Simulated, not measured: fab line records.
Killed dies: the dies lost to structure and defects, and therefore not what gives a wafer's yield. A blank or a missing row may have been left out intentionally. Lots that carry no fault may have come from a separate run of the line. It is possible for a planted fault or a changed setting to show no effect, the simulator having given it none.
Split-lot experiment	flow n5 finfet	route with 1938 steps; 7 lots, 21 wafers read

## SPLIT DETAILS
At N5_MOL_CONTACT_COAG_ETCH_47 (etches SiNx in CH3F/O2, stops on W, target depth 27 nm), the setting over etch frac was moved away from the recipe's 0.2 on 11 of the 21 wafers read, by -5.8% to +6.7%. All remaining wafers had this setting at the recipe value.

The split's own step is where the reading is taken.

## THE READING
etch.over etch s (the simulator's own value, which no gauge read), in s, at N5_MOL_CONTACT_COAG_ETCH_47 (etches SiNx in CH3F/O2, stops on W, target depth 27 nm). The file does not state a usual value for it. Here, 10 wafers ran the recipe; their average is 5.051 s with a standard deviation of 0.056 s.

wafer	tool, chamber at the split	over etch frac as run	against the recipe	etch.over etch s, s	against lot-mates on the recipe
L079.2	rie diel-03, 3	0.2	recipe	4.971	-
L079.3	rie diel-03, 2	0.2	recipe	5.126	-
L079.4	rie diel-03, 0	0.2	recipe	5.048	-
L081.3	rie diel-03, 0	0.2062	+3.1%	5.108	+0.098
L081.5	rie diel-03, 1	0.2	recipe	4.971	-
L081.6	rie diel-03, 0	0.2	recipe	5.048	-
L085.1	rie diel-03, 2	0.2	recipe	5.12	-
L085.4	rie diel-03, 1	0.1884	-5.8%	4.791	-0.329
L085.6	rie diel-03, 3	0.1884	-5.8%	4.754	-0.366
L088.2	rie diel-03, 3	0.2	recipe	5.031	-
L088.3	rie diel-03, 2	0.2092	+4.6%	5.334	+0.303
L088.4	rie diel-03, 1	0.2092	+4.6%	5.343	+0.312
L089.2	rie diel-03, 1	0.2	recipe	5.107	-
L089.5	rie diel-03, 1	0.2135	+6.7%	5.442	+0.335
L089.6	rie diel-03, 2	0.2135	+6.7%	5.438	+0.331
L094.2	rie diel-03, 0	0.2071	+3.5%	5.277	+0.281
L094.3	rie diel-03, 2	0.2071	+3.5%	5.301	+0.305
L094.4	rie diel-03, 3	0.2	recipe	4.996	-
L096.1	rie diel-03, 1	0.2	recipe	5.091	-
L096.2	rie diel-03, 2	0.2061	+3.0%	5.326	+0.235
L096.4	rie diel-03, 0	0.2061	+3.0%	5.14	+0.049

THE FIT
A straight line over all 21 wafers: etch.over etch s changes by +0.0545 s for each +1% of over etch frac; r = +0.95; the points scatter about the line by 0.061 s.
The same after taking each lot's own level away (the mean of its wafers on the recipe; 21 wafers): +0.0576 s for each +1%; r = +0.96; scatter 0.06 s.
That fit puts the effect of the largest move of over etch frac on the reading at 0.39 s.
From 4.9960 to 5.1200 s: that is the span of the lots' own levels, equal to 2.2 times the standard deviation above.
The two slopes are in agreement: the lot-to-lot level therefore moves the slope only a little.
Check: for one of the wafers moved furthest among these (+6.7%), held out of the fit, the line's prediction against its lot-mates is +0.399 s. It came out at +0.335 s against them.

## FILE'S OWN FIT
etch.over etch s changes by +0.0565 s for each +1% of over etch frac, r = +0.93.
